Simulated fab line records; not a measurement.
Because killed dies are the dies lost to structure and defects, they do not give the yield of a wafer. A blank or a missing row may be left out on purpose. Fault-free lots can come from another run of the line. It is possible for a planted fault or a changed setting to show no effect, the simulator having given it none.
fab line records	flow n5Finfet
record lots=9	wafers=27	lastDay=20
route steps=1938 shown BEOL_M11@1579 BEOL_M12@1602 PASSIVATION@1936
lots that met no fault: from a run of the same line without faults
startH: hours from the record's first day to the start of the lot's first wafer shown	waitH: hours since the lot's step before	" identical to the entry in the row above	L1.1+2: one row covering several wafers at once	- no value, or no start given	* or withheld: withheld	< > ~ a bound
route shown NAME@n: a module of which the file shows steps, and the number in the route of the first	usual: the fault-free wafers' mean and standard deviation	same: alike in all rows	chamber/n: place in a boat	sites: the reading at each site	_std_site: the standard deviation of these	_edge_site: inner sites' mean taken away from outer sites' mean	radiusMm: how far each site lies from the wafer's centre	mask NAME#n: copy n	behind: the tool/chamber that last shaped the wafer	hold: why the lot was held/for how many hours/how that ended	device: the transistor (n, p or np) that didn't switch	end of line: the same wafers' tests at the end of the route	a step with no rows: only its recipe	killed: the dies lost at the first sort to structure and to defects; this is not the yield of the wafer	map: the dies of a wafer, with x for killed, . for not killed, _ for no die there
set.NAME: the setting as run; set.NAME@STEP: as run at that earlier step	model.NAME: the simulator's own value behind a step, which no gauge read
the route's steps for a sample of lots (tables are steps, rows are wafers)
services: when a tool's chamber went out of use (startH, in hours from the record's first day, below 0 if earlier), for how many hours, and the reason
## steps
# step N5_BEOL_M11_ETCH_41
# recipe chemistry=CH3F/O2	target=SiCN	targetDepthA=426	taperDeg=2	timeS=86	ionEnergyEv=120	maskMaterial=TiN	pressureMtorr=30	sourceW=395	biasW=75	Ar_flow_sccm=150	CH3F_flow_sccm=30	O2_flow_sccm=20
# usual CH3F_flow_sccm=30.01/0.091	drypumpMotorCurrentA=5.8/0.56	oesProductAu=0.80/0.077	rfVppV=296.8/1.5	showerheadPlenumPTorr=1.98/0.061	throttleValvePct=16.21/0.19
lot.wafer	tool	chamber	startH	waitH	CH3F_flow_sccm	drypumpMotorCurrentA	oesProductAu	rfHoursCounterH	rfVppV	showerheadPlenumPTorr	throttleValvePct
L756.1	rieDiel-02	1	-	-	30.07	6.4	0.84	61	299.4	2.12	16.24
L756.4	"	0	"	"	30.02	5.8	0.79	122	297.5	2.02	16.02
L756.5	"	3	"	"	29.88	4.7	0.81	-	295.3	1.93	16.03
L759.1	rieDiel-06	2	-	-	30.14	6.6	0.97	7	296.8	1.96	16.12
L759.4	"	1	"	"	30.01	5.1	0.77	127	295.3	1.93	16.30
L759.6	"	1	"	"	30.05	5.2	0.77	-	296.1	1.93	16.28
L760.4	rieDiel-02	2	-	-	30.09	6.1	0.78	102	296.9	2.02	16.40
L760.5	"	3	"	"	30.19	4.8	0.80	-	295.8	1.93	16.03
L760.6	"	2	"	"	30.07	6.1	0.79	-	297.3	2.02	16.41
L764.1	rieDiel-06	3	-	-	30.04	5.8	0.75	147	295.5	1.92	16.52
L764.4	"	3	"	"	29.94	5.8	0.75	-	296.1	1.92	16.55
L764.6	"	2	"	"	30.12	6.6	0.94	-	296.7	1.96	16.14
L767.1	rieDiel-06	2	-	-	29.97	6.6	0.92	20	295.0	1.96	16.16
L767.4	"	3	"	"	29.92	5.8	0.75	153	294.9	1.92	16.53
L767.5	"	0	"	"	29.96	6.2	0.94	-	296.6	1.97	15.79
L768.4	rieDiel-05	3	-	-	29.85	5.8	0.71	192	299.3	2.07	16.11
L768.5	"	0	"	"	29.93	5.0	0.73	-	297.8	2.07	16.24
L768.6	"	1	"	"	30.05	6.0	0.71	-	296.9	1.98	16.15
L775.2	rieDiel-02	0	-	-	30.04	5.7	0.76	150	297.8	2.01	16.09
L775.4	"	3	"	"	30.06	4.7	0.77	123	294.6	1.92	16.08
L775.5	"	2	"	"	29.96	6.1	0.75	-	298.1	2.01	16.45
L777.2	rieDiel-06	0	-	-	29.99	6.2	0.91	29	297.8	1.96	15.85
L777.4	"	1	"	"	30.00	5.3	0.74	163	294.0	1.91	16.36
L777.6	"	3	"	"	30.14	5.8	0.73	-	295.4	1.91	16.59
L778.1	rieDiel-02	3	-	-	30.11	4.7	0.76	136	293.6	1.91	16.10
L778.2	"	2	"	"	30.05	6.1	0.75	141	298.2	2.01	16.47
L778.5	"	2	"	"	30.13	6.1	0.75	-	297.1	2.01	16.47
# step N5_BEOL_M11_ANNEAL_51
# recipe tempC=225	timeS=90	ambient=N2
# usual wafer_temp_C_max=225.66/0.18
lot.wafer	tool	chamber	startH	waitH	wafer_temp_C_max
L756.1	rtpAnneal-01	0	284.89	0.1	225.44
L756.4	"	0	"	"	225.74
L756.5	"	0	"	"	225.31
L759.1	rtpAnneal-02	0	297.07	0.6	225.33
L759.4	"	0	"	"	225.47
L759.6	"	0	"	"	225.51
L760.4	rtpAnneal-02	0	303.55	0.3	225.67
L760.5	"	0	"	"	226.00
L760.6	"	0	"	"	226.01
L764.1	rtpAnneal-02	0	318.11	0.1	225.48
L764.4	"	0	"	"	225.81
L764.6	"	0	"	"	225.69
L767.1	rtpAnneal-02	0	333.38	0.1	225.51
L767.4	"	0	"	"	225.65
L767.5	"	0	"	"	225.82
L768.4	rtpAnneal-02	0	344.12	0.2	225.41
L768.5	"	0	"	"	225.72
L768.6	"	0	"	"	225.59
L775.2	rtpAnneal-01	0	379.94	0.3	226.01
L775.4	"	0	"	"	225.87
L775.5	"	0	"	"	225.67
L777.2	rtpAnneal-02	0	407.08	0.3	225.47
L777.4	"	0	"	"	225.68
L777.6	"	0	"	"	225.58
L778.1	rtpAnneal-01	0	425.52	0.2	225.91
L778.2	"	0	"	"	225.72
L778.5	"	0	"	"	225.55
# step N5_BEOL_M11_DEP_56
# recipe material=SiCN	targetThkA=300	tempC=withheld	precursor=3MS/NH3	pressureTorr=3	rfW=675	timeS=10.5
# usual chamberPressureTorr=3.000/0.0067	showerheadPlenumPTorr=4.153/0.017	throttleValvePct=18.3/1
lot.wafer	tool	chamber	startH	waitH	chamberPressureTorr	showerheadPlenumPTorr	throttleValvePct
L756.1	pecvd-03	0	285.55	0.0	3.001	4.152	18.6
L756.4	"	0	"	"	3.009	4.162	18.7
L756.5	"	1	"	"	2.999	4.126	17.5
L759.1	pecvd-01	0	297.74	0.0	3.007	4.142	18.3
L759.4	"	0	"	"	3.006	4.150	18.5
L759.6	"	2	"	"	3.001	4.181	17.0
L760.4	pecvd-01	2	304.09	0.0	2.999	4.180	17.0
L760.5	"	0	"	"	3.005	4.147	18.4
L760.6	"	1	"	"	2.996	4.145	20.5
L764.1	pecvd-02	2	318.76	0.0	3.000	4.148	18.2
L764.4	"	0	"	"	2.994	4.190	17.4
L764.6	"	2	"	"	3.017	4.146	18.3
L767.1	pecvd-02	2	334.04	0.0	3.005	4.153	18.0
L767.4	"	0	"	"	2.998	4.178	17.8
L767.5	"	1	"	"	3.013	4.153	17.5
L768.4	pecvd-03	1	344.65	0.0	2.991	4.132	17.5
L768.5	"	0	"	"	3.001	4.155	18.9
L768.6	"	2	"	"	3.006	4.123	18.3
L775.2	pecvd-03	2	380.77	0.0	2.994	4.127	18.0
L775.4	"	2	"	"	3.000	4.130	18.0
L775.5	"	1	"	"	3.001	4.131	17.5
L777.2	pecvd-03	0	407.69	0.0	2.992	4.156	18.7
L777.4	"	0	"	"	2.991	4.156	19.1
L777.6	"	1	"	"	2.994	4.129	17.6
L778.1	pecvd-03	0	426.19	0.0	2.998	4.149	19.1
L778.2	"	1	"	"	2.994	4.142	17.5
L778.5	"	1	"	"	2.999	4.133	17.4
# step N5_BEOL_M12_ILD_DEP_00
# recipe material=SiOC	targetThkA=6589.2	tempC=350	precursor=DEMS/O2	pressureTorr=5	rfW=500	timeS=130.7
# usual chamberPressureTorr=5.000/0.013	heaterPowerW=463/54	runLengthS=175.1/0.5	showerheadPlenumPTorr=5.694/0.013	susceptorTempC=350.02/0.22	throttleValvePct=12.1/0.66
lot.wafer	tool	chamber	startH	waitH	chamberPressureTorr	heaterPowerW	runLengthS	showerheadPlenumPTorr	susceptorTempC	throttleValvePct
L756.1	pecvd-04	2	285.69	0.0	4.994	548	175.6	5.698	349.83	12.5
L756.4	"	1	"	"	4.994	493	174.6	5.694	350.22	11.1
L756.5	"	2	"	"	4.998	497	175.7	5.691	350.20	12.3
L759.1	pecvd-01	1	297.86	0.0	4.965	518	174.9	5.684	349.92	13.8
L759.4	"	0	"	"	5.002	449	175.5	5.694	350.07	12.2
L759.6	"	1	"	"	4.969	415	175.4	5.690	349.84	13.7
L760.4	pecvd-02	0	304.25	0.1	5.041	573	174.2	5.715	350.12	11.7
L760.5	"	2	"	"	4.995	426	175.2	5.686	350.15	11.8
L760.6	"	1	"	"	4.975	411	175.9	5.689	349.86	11.7
L764.1	pecvd-01	0	318.88	0.0	4.992	464	175.3	5.691	350.29	12.3
L764.4	"	1	"	"	5.012	521	174.5	5.695	350.08	14.0
L764.6	"	0	"	"	4.994	358	175.0	5.694	350.10	12.1
L767.1	pecvd-01	0	334.16	0.0	4.982	452	175.2	5.700	350.29	12.4
L767.4	"	2	"	"	5.012	429	175.1	5.711	349.92	11.2
L767.5	"	1	"	"	4.983	472	135.4	5.672	-	13.7
L768.4	pecvd-01	1	344.81	0.1	5.017	419	174.5	5.696	350.25	13.5
L768.5	"	2	"	"	5.000	473	136.4	5.711	-	11.7
L768.6	"	0	"	"	4.973	453	175.4	5.682	350.13	12.3
L775.2	pecvd-02	2	380.90	0.0	4.998	452	175.1	5.687	350.19	12.1
L775.4	"	1	"	"	5.012	450	175.6	5.697	350.00	11.5
L775.5	"	2	"	"	4.993	468	175.4	5.685	350.38	11.9
L777.2	pecvd-04	2	407.83	0.0	4.997	550	175.4	5.672	350.13	12.8
L777.4	"	0	"	"	4.991	472	175.1	5.715	349.61	12.4
L777.6	"	2	"	"	5.007	440	175.5	5.682	350.08	12.6
L778.1	pecvd-01	2	426.38	0.1	5.001	456	175.4	5.722	349.83	11.3
L778.2	"	1	"	"	4.999	456	174.9	5.675	350.13	13.8
L778.5	"	0	"	"	4.987	431	175.3	5.701	349.81	12.2
# step N5_BEOL_M12_THK_MEAS_01
# recipe reads=SiOC_of_BEOL_M12_ILD_DEP_00
# usual M12_ILD_THK=658/7.3
lot.wafer	tool	chamber	startH	waitH	M12_ILD_THK[nm]
L756.1	filmMetro-01	-	285.89	0.1	651
L756.4	"	-	"	"	660
L756.5	"	-	"	"	662
L759.1	filmMetro-02	-	297.99	0.1	660
L759.4	"	-	"	"	666
L759.6	"	-	"	"	658
L760.4	filmMetro-01	-	304.33	0.0	672
L760.5	"	-	"	"	673
L760.6	"	-	"	"	667
L764.1	filmMetro-02	-	319.02	0.1	654
L764.4	"	-	"	"	661
L764.6	"	-	"	"	668
L767.1	filmMetro-01	-	334.29	0.1	657
L767.4	"	-	"	"	664
L767.5	"	-	"	"	470
L768.4	filmMetro-01	-	344.90	0.0	664
L768.5	"	-	"	"	463
L768.6	"	-	"	"	656
L775.2	filmMetro-01	-	381.03	0.1	648
L775.4	"	-	"	"	663
L775.5	"	-	"	"	652
L777.2	filmMetro-01	-	408.01	0.1	651
L777.4	"	-	"	"	660
L777.6	"	-	"	"	658
L778.1	filmMetro-02	-	426.51	0.1	652
L778.2	"	-	"	"	657
L778.5	"	-	"	"	666
# step N5_BEOL_M12_STRIP_63
# recipe chemistry=N2/H2	powerW=1000	tempC=250	h2Frac=0.65	overashFraction=0.3	pressureMtorr=1000	n2FlowSccm=1750	h2FlowSccm=3250
# usual drypumpMotorCurrentA=5.8/0.51	heaterPowerW=350/52	oesProductAu=0.693/0.0046	stripTimeToEndpointS=42.7/0.76
# same overashFraction=0.3
lot.wafer	tool	chamber	startH	waitH	drypumpMotorCurrentA	heaterPowerW	oesProductAu	rfHoursCounterH	stripTimeToEndpointS
L756.1	plasmaAsher-02	0	286.75	-	5.1	350	0.691	77	43.1
L756.4	"	0	"	"	5.1	347	0.689	-	41.8
L756.5	"	0	"	"	5.1	342	0.684	-	42.0
L759.1	plasmaAsher-02	0	298.67	-	5.1	341	0.687	79	42.2
L759.4	"	1	"	"	5.9	414	0.697	-	42.1
L759.6	"	1	"	"	5.9	415	0.688	-	42.0
L760.4	plasmaAsher-02	0	305.04	-	5.1	347	0.689	-	41.3
L760.5	"	1	"	"	5.8	422	0.695	-	40.8
L760.6	"	0	"	"	5.1	352	0.698	-	41.8
L764.1	plasmaAsher-01	0	319.93	-	6.0	269	0.699	140	43.4
L764.4	"	1	"	"	6.5	350	0.685	-	43.4
L764.6	"	0	"	"	6.0	268	0.695	-	42.1
L767.1	plasmaAsher-01	1	335.52	-	6.5	354	0.695	144	42.2
L767.4	"	1	"	"	6.5	361	0.694	-	41.1
L767.5	"	1	"	"	6.5	356	0.722	-	56.8
L768.4	plasmaAsher-02	1	345.85	-	5.8	417	0.694	-	42.0
L768.5	"	0	"	"	5.1	349	0.735	-	57.9
L768.6	"	1	"	"	5.8	416	0.696	-	42.3
L775.2	plasmaAsher-01	0	381.71	-	6.1	270	0.701	150	43.9
L775.4	"	0	"	"	6.1	267	0.690	-	42.3
L775.5	"	0	"	"	6.1	268	0.691	-	43.1
L777.2	plasmaAsher-01	0	408.83	-	6.1	272	0.694	156	43.9
L777.4	"	1	"	"	6.6	356	0.696	-	43.4
L777.6	"	0	"	"	6.0	273	0.692	-	43.6
L778.1	plasmaAsher-02	0	427.20	-	5.1	346	0.697	104	44.2
L778.2	"	1	"	"	5.8	418	0.700	104	43.6
L778.5	"	0	"	"	5.1	348	0.685	-	43.1
# step N5_PASSIVATION_PROBE_49
# usual defectLimitedYield=91.1/1.5	killed_at_M0_to_M3=36/11	killed_at_M4_up=14/5.6	killedAtContacts=11/5.6	killedAtFrontEnd=40/12	killedAtOther=4/3.2	killedDies=105/17	killedOpen=69/12	killedShort=34/8.4	sort_bin_5_function=5.2/0.95	sort_bin_6_memory=3.3/0.63	sortNPass=1075/17	sortYieldPct=91.1/1.5
# same grossDies=1180	killedAtBackSide=0	sort_bin_4_leakage[%]=0	sort_bin_8_speed[%]=0
lot.wafer	tool	chamber	startH	waitH	defectLimitedYield[%]	killed_at_M0_to_M3	killed_at_M4_up	killedAtContacts	killedAtFrontEnd	killedAtOther	killedDies	killedOpen	killedShort	sort_bin_5_function[%]	sort_bin_6_memory[%]	sortNPass	sortYieldPct[%]
L768.4	prober-01	-	382.69	0.2	89.9	60	17	8	33	1	119	75	43	6.0	3.6	1061	89.9
L768.5	prober-01	-	382.74	0.2	89.7	32	13	15	61	0	121	88	31	5.8	4.2	1059	89.7
L768.6	prober-01	-	382.79	0.3	91.2	33	15	7	49	0	104	71	32	5.3	3.3	1076	91.2
# killed by level:class
L768.4 BEOL_M0_SAQP:geometricParticle:open=25 BEOL_M0_SAQP:geometricParticle:short=20 FIN_SAQP:geometricParticle:open=7 MOL_CONTACT_COAG:geometricParticle:open=7 BEOL_M4:geometricParticle:open=5 STARTING-WAFER:geometricParticle:short=5 GATE_CUT:geometricParticle:short=4 BEOL_M2:geometricParticle:open=4
L768.5 FIN_SAQP:geometricParticle:open=30 MOL_CONTACT_COAG:geometricParticle:open=13 BEOL_M0_SAQP:geometricParticle:short=11 BEOL_M0_SAQP:geometricParticle:open=9 STI_FIN_REVEAL:geometricParticle:open=9 FIN_SAQP:geometricParticle:short=7 BEOL_M1:geometricParticle:open=5 STARTING-WAFER:geometricParticle:open=5
L768.6 STI_FIN_REVEAL:geometricParticle:open=21 BEOL_M0_SAQP:geometricParticle:short=12 BEOL_M0_SAQP:geometricParticle:open=11 FIN_SAQP:geometricParticle:open=9 BEOL_M4:geometricParticle:open=7 GATE_CUT:geometricParticle:short=5 MOL_CONTACT_COAG:geometricParticle:open=5 BEOL_M5:geometricParticle:open=5
## services
tool	chamber	startH	hours	kind
rieDiel-05	1	268.62	5.2	repair
pecvd-03	-	270.21	0.6	repair
pecvd-04	0	282.82	14.2	repair
plasmaAsher-02	-	288.01	2.1	repair
rieDiel-05	0	295.90	7.5	repair
pecvd-03	0	296.00	7.2	repair
rieDiel-02	-	306.21	0.9	repair
plasmaAsher-02	-	310.20	14.6	pm
rieDiel-05	-	311.94	4.3	pm
rieDiel-06	0	313.92	13.7	repair
pecvd-03	2	318.15	4.3	repair
plasmaAsher-02	-	332.58	3.2	repair
rieDiel-05	-	332.69	0.7	repair
plasmaAsher-01	-	336.00	15.6	pm
pecvd-03	-	363.53	2.8	pm
rtpAnneal-02	-	383.37	2.9	pm
rieDiel-06	0	386.48	5.5	repair
rieDiel-02	2	401.27	1.5	repair
plasmaAsher-02	-	403.43	2.2	repair
pecvd-01	-	411.46	2.8	pm
plasmaAsher-01	-	415.64	2.8	pm
pecvd-04	0	416.56	4.7	repair
pecvd-03	2	425.87	28.7	repair
rieDiel-05	3	426.73	15.0	repair
## key
firstSign step=N5_BEOL_M12_ILD_DEP_00	reading=runLengthS	direction=down	sigmas=78	usual=*	struck=*
effect step=N5_BEOL_M12_THK_MEAS_01	reading=M12_ILD_THK	direction=down	sigmas=27	usual=658	struck=466
effect step=N5_BEOL_M12_STRIP_63	reading=stripTimeToEndpointS	direction=up	sigmas=19	usual=*	struck=*
metAt N5_BEOL_M12_ILD_DEP_00
struckLots L767,L768
struckWafers L767.5,L768.5
notActingAt N5_BEOL_M11_ETCH_41,N5_BEOL_M11_ANNEAL_51,N5_BEOL_M11_DEP_56
onsetBetween 318.88 334.16
fault kind=processParameterDrift	tool=pecvd-01	chamber=-	onsetH=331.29	steps=N5_BEOL_M12_ILD_DEP_00	channel=timeS	offset=*	shape=step	endH=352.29	scope=struckWafersOnly	actsIn=*	stated=*
